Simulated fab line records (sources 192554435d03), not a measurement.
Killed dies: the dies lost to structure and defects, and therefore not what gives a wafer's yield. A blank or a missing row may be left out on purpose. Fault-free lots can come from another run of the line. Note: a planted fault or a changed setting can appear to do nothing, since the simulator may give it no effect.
fab line records	flow n5_finfet
record: lots: 7	wafers: 21
route steps=1938 shown BEOL_M13@1681 BEOL_M14@1738 BEOL_M15@1776
start_h: start of the lot's first displayed wafer, in hours after the record's first day	wait_h: hours since the lot's step before	" unchanged from the row above	L1.1+2: a single row standing in for several wafers	- either no value or no given start	* or withheld: withheld	< > ~ a bound
route shown NAME@n: NAME is a module with steps in the file, n the number in the route of the first one	usual: mean/standard deviation of fault-free wafers	same: alike in all rows	chamber/n: place in a boat	sites: per-site readings	_std_site: standard deviation across them	_edge_site: the outer-site mean with the inner-site mean subtracted	radius_mm: for every site, how far away it sits from the centre of the wafer	mask NAME#n: copy n	behind: tool/chamber where the wafer was last shaped	hold: reason for holding the lot/hours on hold/outcome of the hold	device: the n, p or np transistor that did not switch	end of line: at the end of the route, the tests of the same wafers	for a step that has no rows: nothing shown but its recipe	killed: the dies lost at the first sort to structure and to defects; this is not the yield of the wafer	map: shows each die of a wafer: x if killed, . if not, _ if none is there
set.NAME: the setting that was run; set.NAME@STEP: the one run at that earlier step	model.NAME: the simulator's own value behind a step, which no gauge read
lots run with intentionally changed settings; tables by step, rows by wafer
== steps ==
step: N5_BEOL_M13_COAT_66
recipe: resist: SiARC	temp_c: 220	time_s: 60	spin_rpm: 1500	resist_thk_nm: 110
lot.wafer	tool	chamber	start_h	wait_h	set.spin_rpm	model.SiARC_of_BEOL_M13_COAT_66.thk_nm
L075.1	litho_track-03	0	-	-	1500	110
L075.2	"	0	"	"	1500	109.8
L075.3	"	0	"	"	1500	110.2
L076.2	litho_track-02	0	-	-	1500	109.8
L076.3	"	0	"	"	1500	110
L076.6	"	0	"	"	1386	114.4
L077.1	litho_track-01	0	-	-	1500	110.8
L077.5	"	0	"	"	1500	109.8
L077.6	"	0	"	"	1500	110.4
L081.4+6	litho_track-01	0	-	-	1425	113.2
L081.5	"	0	"	"	1500	110.4
L080.1	litho_track-02	0	-	-	1500	109.8
L080.3+6	"	0	"	"	1500	110
L084.1	litho_track-01	0	-	-	1500	109.6
L084.5	"	0	"	"	1647	105
L084.6	"	0	"	"	1647	104.8
L092.2+3	litho_track-02	0	-	-	1500	109.6
L092.4	"	0	"	"	1500	109.8
step: N5_BEOL_M13_COAT_22
recipe: spin_rpm: 2888	resist_thk_nm: 300
step: N5_BEOL_M13_EBR_24
recipe: solvent: PGMEA	ebr_width_mm: 1.5
step: N5_BEOL_M13_DESCUM_33
recipe: chemistry: O2	time_s: 7.9	source_power_w: 50	bias_power_w: 20	pressure_mtorr: 20	rf_frequency_hz: 2.712e+07	temp_c: 40	o2_flow_sccm: 225
step: N5_BEOL_M13_ETCH_67
recipe: chemistry: CF4	target: SiARC	target_depth_a: 1430	time_s: 238.3	ion_energy_ev: 80	pressure_mtorr: 40	source_w: 545	bias_w: 36	Ar_flow_sccm: 100	cf4_flow_sccm: 100	ends: cleared
lot.wafer	tool	chamber	start_h	wait_h	set.spin_rpm@BEOL_M13_COAT_66	model.etch.depth_nm
L075.1	rie_diel-06	2	263.85	0.0	1500	110.1
L075.2	"	1	"	"	1500	109.8
L075.3	"	3	"	"	1500	110.3
L076.2	rie_diel-03	3	280.73	0.0	1500	109.8
L076.3	"	0	"	"	1500	110
L076.6	"	2	"	"	1386	114.3
L077.1	rie_diel-06	0	280.97	0.0	1500	110.7
L077.5	"	0	"	"	1500	109.9
L077.6	"	3	"	"	1500	110.5
L081.4+6	rie_diel-06	2,0	288.36	0.1	1425	113.3
L081.5	"	3	"	"	1500	110.4
L080.1	rie_diel-04	1	306.86	0.0	1500	109.9
L080.3	"	3	"	"	1500	110.1
L080.6	"	1	"	"	1500	110
L084.1	rie_diel-04	0	308.14	0.0	1500	109.7
L084.5	"	1	"	"	1647	104.9
L084.6	"	0	"	"	1647	104.8
L092.2+4	rie_diel-04	0,1	358.50	0.0	1500	109.7
L092.3	"	2	"	"	1500	109.6
step: N5_BEOL_M13_ETCH_68
recipe: chemistry: N2/H2	target: SOC	mask_material: SiARC	source_w: 3000	bias_w: 350	temp_c: 40	time_s: 355	ion_energy_ev: 200	pressure_mtorr: 30	n2_flow_sccm: 200	h2_flow_sccm: 200
lot.wafer	tool	chamber	start_h	wait_h	set.spin_rpm@BEOL_M13_COAT_66	model.SiARC_of_BEOL_M13_COAT_66.thk_nm
L075.1+2	rie_diel-06	2,1	264.00	0.1	1500	77.6
L075.3	"	3	"	"	1500	78
L076.2	rie_diel-03	3	280.88	0.1	1500	76.8
L076.3	"	0	"	"	1500	76
L076.6	"	2	"	"	1386	80.6
L077.1	rie_diel-06	0	281.12	0.1	1500	78.4
L077.5	"	0	"	"	1500	77.6
L077.6	"	3	"	"	1500	78
L081.4	rie_diel-06	2	288.54	0.1	1425	80.6
L081.5	"	3	"	"	1500	78.4
L081.6	"	0	"	"	1425	81.4
L080.1	rie_diel-04	1	307.01	0.1	1500	78
L080.3	"	3	"	"	1500	77.4
L080.6	"	1	"	"	1500	78.2
L084.1	rie_diel-04	0	308.28	0.1	1500	77.2
L084.5	"	1	"	"	1647	73
L084.6	"	0	"	"	1647	72
L092.2	rie_diel-04	0	358.65	0.1	1500	77.2
L092.3	"	2	"	"	1500	76.4
L092.4	"	1	"	"	1500	77.6
step: N5_BEOL_M14_COAT_66
recipe: resist: SiARC	temp_c: 220	time_s: 60	spin_rpm: 1500	resist_thk_nm: 110
lot.wafer	tool	chamber	start_h	wait_h	set.spin_rpm	model.SiARC_of_BEOL_M14_COAT_66.thk_nm
L075.1+2	litho_track-04	0	-	-	1500	110.2
L075.3	"	0	"	"	1665	104.8
L076.2	litho_track-04	0	-	-	1500	110.2
L076.3	"	0	"	"	1500	110.4
L076.6	"	0	"	"	1500	110
L077.1	litho_track-04	0	-	-	1646	105.2
L077.5	"	0	"	"	1500	110.2
L077.6	"	0	"	"	1500	110.6
L081.4+5	litho_track-05	0	-	-	1435	112.2
L081.6	"	0	"	"	1500	110
L080.1+3	litho_track-03	0	-	-	1500	110.4
L080.6	"	0	"	"	1500	110.6
L084.1	litho_track-03	0	-	-	1626	106
L084.5	"	0	"	"	1626	105.8
L084.6	"	0	"	"	1500	110.4
L092.2	litho_track-04	0	-	-	1411	114.4
L092.3	"	0	"	"	1500	110.4
L092.4	"	0	"	"	1500	110.8
step: N5_BEOL_M14_EXPOSE_25
recipe: mask_id: M14	na: 0.8	source_shape: annular	sigma_inner: 0.5	sigma_outer: 0.8	polarization: unpolarized	target_cd_nm: 280	dose_mj: 26.6
lot.wafer	tool	chamber	start_h	wait_h	mask	set.dose_mj
L075.1+2+3	krf_scanner-01	0	270.63	-	M14#0	27.8
L076.2	krf_scanner-02	0	286.96	-	M14#0	26.04
L076.3+6	"	0	"	"	M14#0	26.6
L077.1+5	krf_scanner-01	0	287.30	-	M14#0	24.69
L077.6	"	0	"	"	M14#0	26.6
L081.4+6	krf_scanner-02	0	297.27	-	M14#0	27.12
L081.5	"	0	"	"	M14#0	26.6
L080.1+3+6	krf_scanner-02	0	310.71	-	M14#0	26.6
L084.1	krf_scanner-01	0	315.23	-	M14#0	26.6
L084.5+6	"	0	"	"	M14#0	25.59
L092.2+3+4	krf_scanner-01	0	368.80	-	M14#0	26.6
step: N5_BEOL_M14_PEB_26
recipe: peb_temp_c: 130	peb_time_s: 90
step: N5_BEOL_M14_DEVELOP_27
recipe: develop_time_s: 45	rinse_liquid: diw	dry: air_spin	dev_temp_c: 21
step: N5_BEOL_M14_HARDBAKE_32
recipe: temp_c: 130	time_s: 120
step: N5_BEOL_M14_CD_MEAS_28
recipe: target_cd_nm: 284.4	landing_energy_ev: 500	detector: se_inlens
usual: cd_nm: 284.3/1.6
lot.wafer	tool	chamber	start_h	wait_h	set.dose_mj@BEOL_M14_EXPOSE_25	cd_nm
L075.1	cd_sem-02	0	270.80	-	27.8	290.1
L075.2	"	0	"	"	27.8	289.3
L075.3	"	0	"	"	27.8	291.5
L076.2	cd_sem-03	0	287.12	-	26.04	282.2
L076.3	"	0	"	"	26.6	283.9
L076.6	"	0	"	"	26.6	284.8
L077.1	cd_sem-02	0	287.47	-	24.69	272.3
L077.5	"	0	"	"	24.69	271.3
L077.6	"	0	"	"	26.6	286.0
L081.4	cd_sem-01	0	297.43	-	27.12	284.8
L081.5	"	0	"	"	26.6	286.3
L081.6	"	0	"	"	27.12	287.2
L080.1	cd_sem-03	0	310.88	-	26.6	284.8
L080.3	"	0	"	"	26.6	283.8
L080.6	"	0	"	"	26.6	286.0
L084.1	cd_sem-02	0	315.40	-	26.6	286.5
L084.5	"	0	"	"	25.59	276.3
L084.6	"	0	"	"	25.59	277.3
L092.2	cd_sem-01	0	368.96	-	26.6	285.6
L092.3	"	0	"	"	26.6	284.6
L092.4	"	0	"	"	26.6	285.0
step: N5_BEOL_M14_DESCUM_33
recipe: chemistry: O2	time_s: 7.9	source_power_w: 50	bias_power_w: 20	pressure_mtorr: 20	rf_frequency_hz: 2.712e+07	temp_c: 40	o2_flow_sccm: 225
lot.wafer	tool	chamber	start_h	wait_h	set.dose_mj@BEOL_M14_EXPOSE_25	model.BEOL_M14.cd_nm
L075.1	rie_diel-02	1	271.00	0.1	27.8	290.2
L075.2	"	3	"	"	27.8	289.4
L075.3	"	0	"	"	27.8	291.4
L076.2	rie_diel-01	0	287.21	0.0	26.04	282.2
L076.3	"	1	"	"	26.6	283.8
L076.6	"	0	"	"	26.6	284.8
L077.1	rie_diel-05	0	287.56	0.0	24.69	272
L077.5	"	3	"	"	24.69	271.2
L077.6	"	2	"	"	26.6	285.8
L081.4	rie_diel-02	2	297.70	0.2	27.12	284.8
L081.5	"	2	"	"	26.6	286
L081.6	"	1	"	"	27.12	287.2
L080.1	rie_diel-02	1	310.97	0.0	26.6	284.6
L080.3	"	0	"	"	26.6	284
L080.6	"	1	"	"	26.6	286
L084.1	rie_diel-02	1	315.53	0.1	26.6	286.6
L084.5	"	3	"	"	25.59	276
L084.6	"	2	"	"	25.59	277
L092.2	rie_diel-02	0	369.05	0.0	26.6	285.6
L092.3	"	1	"	"	26.6	284.8
L092.4	"	2	"	"	26.6	285
step: N5_BEOL_M14_ETCH_67
recipe: chemistry: CF4	target: SiARC	target_depth_a: 1430	time_s: 238.3	ion_energy_ev: 80	pressure_mtorr: 40	source_w: 545	bias_w: 36	Ar_flow_sccm: 100	cf4_flow_sccm: 100	ends: cleared
lot.wafer	tool	chamber	start_h	wait_h	set.spin_rpm@BEOL_M14_COAT_66	set.dose_mj@BEOL_M14_EXPOSE_25	model.BEOL_M14.cd_nm	model.etch.depth_nm	model.coat_of_BEOL_M14_COAT_22.thk_nm
L075.1	rie_diel-02	1	271.04	0.0	1500	27.8	285.4	110.2	212
L075.2	"	3	"	"	1500	27.8	285.6	110.3	212
L075.3	"	0	"	"	1665	27.8	286.2	104.7	215.4
L076.2	rie_diel-01	0	287.25	0.0	1500	26.04	277.8	110.3	212.2
L076.3	"	1	"	"	1500	26.6	280.4	110.3	211.4
L076.6	"	0	"	"	1500	26.6	280.8	110	213
L077.1	rie_diel-05	0	287.60	0.0	1646	24.69	267.6	105.1	215.2
L077.5	"	3	"	"	1500	24.69	266.8	110.3	212.2
L077.6	"	2	"	"	1500	26.6	282.4	110.5	212.2
L081.4	rie_diel-02	2	297.74	0.0	1435	27.12	280.6	112.2	209.2
L081.5	"	2	"	"	1435	26.6	281.6	112.3	209.4
L081.6	"	1	"	"	1500	27.12	282.8	110.1	209.2
L080.1	rie_diel-02	1	311.00	0.0	1500	26.6	280.2	110.3	212.4
L080.3	"	0	"	"	1500	26.6	279.2	110.3	213
L080.6	"	1	"	"	1500	26.6	281.2	110.5	213.4
L084.1	rie_diel-02	1	315.57	0.0	1626	26.6	281.4	106.1	213.6
L084.5	"	3	"	"	1626	25.59	271	105.9	214.8
L084.6	"	2	"	"	1500	25.59	272.6	110.4	210.6
L092.2	rie_diel-02	0	369.09	0.0	1411	26.6	282.2	114.4	210.4
L092.3	"	1	"	"	1500	26.6	279.8	110.5	212.6
L092.4	"	2	"	"	1500	26.6	280.8	110.9	212.4
step: N5_BEOL_M14_ETCH_68
recipe: chemistry: N2/H2	target: SOC	mask_material: SiARC	source_w: 3000	bias_w: 350	temp_c: 40	time_s: 450	ion_energy_ev: 200	pressure_mtorr: 30	n2_flow_sccm: 200	h2_flow_sccm: 200
lot.wafer	tool	chamber	start_h	wait_h	set.spin_rpm@BEOL_M14_COAT_66	model.SiARC_of_BEOL_M14_COAT_66.thk_nm
L075.1	rie_diel-02	1	271.18	0.1	1500	64.4
L075.2	"	3	"	"	1500	63.8
L075.3	"	0	"	"	1665	59.8
L076.2	rie_diel-01	0	287.39	0.1	1500	66.4
L076.3	"	1	"	"	1500	64.8
L076.6	"	0	"	"	1500	66
L077.1	rie_diel-05	0	287.74	0.1	1646	59.4
L077.5+6	"	3,2	"	"	1500	65.8
L081.4	rie_diel-02	2	297.88	0.1	1435	67
L081.5	"	2	"	"	1435	67.6
L081.6	"	1	"	"	1500	65.4
L080.1	rie_diel-02	1	311.15	0.1	1500	65.4
L080.3+6	"	0,1	"	"	1500	65.8
L084.1	rie_diel-02	1	315.72	0.1	1626	61.6
L084.5	"	3	"	"	1626	60.2
L084.6	"	2	"	"	1500	65.6
L092.2	rie_diel-02	0	369.23	0.1	1411	70.4
L092.3+4	"	1,2	"	"	1500	66
step: N5_BEOL_M15_COAT_04
recipe: spin_rpm: 1704	resist_thk_nm: 800
lot.wafer	tool	chamber	start_h	wait_h	set.spin_rpm	model.coat_of_BEOL_M15_COAT_04.thk_nm
L075.1	litho_track-02	0	-	-	1704	797.2
L075.2	"	0	"	"	1704	799
L075.3	"	0	"	"	1566	830.8
L076.2	litho_track-02	0	-	-	1819	772
L076.3	"	0	"	"	1704	798
L076.6	"	0	"	"	1819	772.4
L077.1	litho_track-02	0	-	-	1704	799.8
L077.5	"	0	"	"	1704	800.4
L077.6	"	0	"	"	1704	798.4
L081.4	litho_track-02	0	-	-	1704	798.4
L081.5	"	0	"	"	1535	837.6
L081.6	"	0	"	"	1535	841.8
L080.1	litho_track-02	0	-	-	1704	801.8
L080.3	"	0	"	"	1704	801.2
L080.6	"	0	"	"	1704	801.4
L084.1	litho_track-01	0	-	-	1704	800.4
L084.5	"	0	"	"	1704	803.4
L084.6	"	0	"	"	1629	820.8
L092.2	litho_track-02	0	-	-	1874	762
L092.3	"	0	"	"	1874	762.8
L092.4	"	0	"	"	1704	800
step: N5_BEOL_M15_EBR_06
recipe: solvent: PGMEA	ebr_width_mm: 1.5
step: N5_BEOL_M15_SOFTBAKE_05
recipe: temp_c: 130	time_s: 60
step: N5_BEOL_M15_DESCUM_15
recipe: chemistry: O2	time_s: 7.9	source_power_w: 50	bias_power_w: 20	pressure_mtorr: 20	rf_frequency_hz: 2.712e+07	temp_c: 40	o2_flow_sccm: 225
step: N5_BEOL_M15_ETCH_59
recipe: chemistry: N2/H2	target: BARC	target_depth_a: 890	overetch_a: 267	time_s: 67.9	ion_energy_ev: 200	pressure_mtorr: 30	source_w: 840	bias_w: 150	n2_flow_sccm: 200	h2_flow_sccm: 200
lot.wafer	tool	chamber	start_h	wait_h	set.spin_rpm@BEOL_M15_COAT_04	model.coat_of_BEOL_M15_COAT_04.thk_nm
L075.1	rie_diel-04	3	274.41	0.0	1704	716.2
L075.2	"	1	"	"	1704	719
L075.3	"	2	"	"	1566	746.4
L076.2	rie_diel-04	1	290.29	0.0	1819	692.2
L076.3	"	0	"	"	1704	718.4
L076.6	"	0	"	"	1819	692.6
L077.1	rie_diel-04	3	292.40	0.0	1704	718
L077.5	"	1	"	"	1704	719.6
L077.6	"	2	"	"	1704	714
L081.4	rie_diel-06	0	303.19	0.0	1704	715.6
L081.5	"	2	"	"	1535	752.8
L081.6	"	1	"	"	1535	762.6
L080.1+3	rie_diel-03	2,0	314.91	0.0	1704	717.2
L080.6	"	3	"	"	1704	721.6
L084.1	rie_diel-04	1	319.83	0.0	1704	720.8
L084.5	"	2	"	"	1704	719.6
L084.6	"	1	"	"	1629	740.4
L092.2	rie_diel-03	0	373.44	0.0	1874	677.8
L092.3	"	1	"	"	1874	683.2
L092.4	"	2	"	"	1704	715.4
step: N5_BEOL_M15_VIA_ETCH_16
recipe: chemistry: C4F8/O2/Ar	target: SiO2	he_inner_torr: 15	he_outer_torr: 30	target_depth_a: 17922	time_s: withheld	ion_energy_ev: 800	pressure_mtorr: 20	source_w: 1905	bias_w: 2040	Ar_flow_sccm: 400	C4F8_flow_sccm: 16	O2_flow_sccm: 12	ends: cleared
lot.wafer	tool	chamber	start_h	wait_h	set.spin_rpm@BEOL_M15_COAT_04	model.coat_of_BEOL_M15_COAT_04.thk_nm
L075.1	rie_diel-04	3	274.46	0.0	1704	333
L075.2	"	1	"	"	1704	338.4
L075.3	"	2	"	"	1566	356.6
L076.2	rie_diel-04	1	290.34	0.0	1819	311.6
L076.3	"	0	"	"	1704	340
L076.6	"	0	"	"	1819	300
L077.1	rie_diel-04	3	292.46	0.0	1704	340.8
L077.5	"	1	"	"	1704	343.2
L077.6	"	2	"	"	1704	329.6
L081.4	rie_diel-06	0	303.24	0.0	1704	317.8
L081.5	"	2	"	"	1535	368.4
L081.6	"	1	"	"	1535	375.8
L080.1	rie_diel-03	2	314.96	0.0	1704	339.4
L080.3	"	0	"	"	1704	330.4
L080.6	"	3	"	"	1704	328.6
L084.1	rie_diel-04	1	319.88	0.0	1704	337.8
L084.5	"	2	"	"	1704	328.6
L084.6	"	1	"	"	1629	360.4
L092.2	rie_diel-03	0	373.49	0.0	1874	288.8
L092.3	"	1	"	"	1874	306.2
L092.4	"	2	"	"	1704	333.6
== key ==
split: step: N5_BEOL_M13_COAT_66	setting: spin_rpm	stated: 1500	by: wafer
response: step: N5_BEOL_M13_COAT_66	reading: model.SiARC_of_BEOL_M13_COAT_66.thk_nm	change: -0.527	per: 1%	r: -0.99
response: step: N5_BEOL_M13_ETCH_67	reading: model.etch.depth_nm	change: -0.533	per: 1%	r: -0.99
response: step: N5_BEOL_M13_ETCH_68	reading: model.SiARC_of_BEOL_M13_COAT_66.thk_nm	change: -0.509	per: 1%	r: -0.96
split: step: N5_BEOL_M14_COAT_66	setting: spin_rpm	stated: 1500	by: wafer
response: step: N5_BEOL_M14_COAT_66	reading: model.SiARC_of_BEOL_M14_COAT_66.thk_nm	change: -0.529	per: 1%	r: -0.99
response: step: N5_BEOL_M14_ETCH_67	reading: model.etch.depth_nm	change: -0.529	per: 1%	r: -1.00
response: step: N5_BEOL_M14_ETCH_67	reading: model.coat_of_BEOL_M14_COAT_22.thk_nm	change: +0.32	per: 1%	r: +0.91
response: step: N5_BEOL_M14_ETCH_68	reading: model.SiARC_of_BEOL_M14_COAT_66.thk_nm	change: -0.539	per: 1%	r: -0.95
split: step: N5_BEOL_M14_EXPOSE_25	setting: dose_mj	stated: 26.6	by: wafer
response: step: N5_BEOL_M14_CD_MEAS_28	reading: cd_nm	change: +1.92	per: 1%	r: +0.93
response: step: N5_BEOL_M14_DESCUM_33	reading: model.BEOL_M14.cd_nm	change: +1.95	per: 1%	r: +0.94
response: step: N5_BEOL_M14_ETCH_67	reading: model.BEOL_M14.cd_nm	change: +2.04	per: 1%	r: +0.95
split: step: N5_BEOL_M15_COAT_04	setting: spin_rpm	stated: 1704	by: wafer
response: step: N5_BEOL_M15_COAT_04	reading: model.coat_of_BEOL_M15_COAT_04.thk_nm	change: -3.98	per: 1%	r: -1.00
response: step: N5_BEOL_M15_ETCH_59	reading: model.coat_of_BEOL_M15_COAT_04.thk_nm	change: -3.85	per: 1%	r: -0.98
response: step: N5_BEOL_M15_VIA_ETCH_16	reading: model.coat_of_BEOL_M15_COAT_04.thk_nm	change: -4.32	per: 1%	r: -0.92
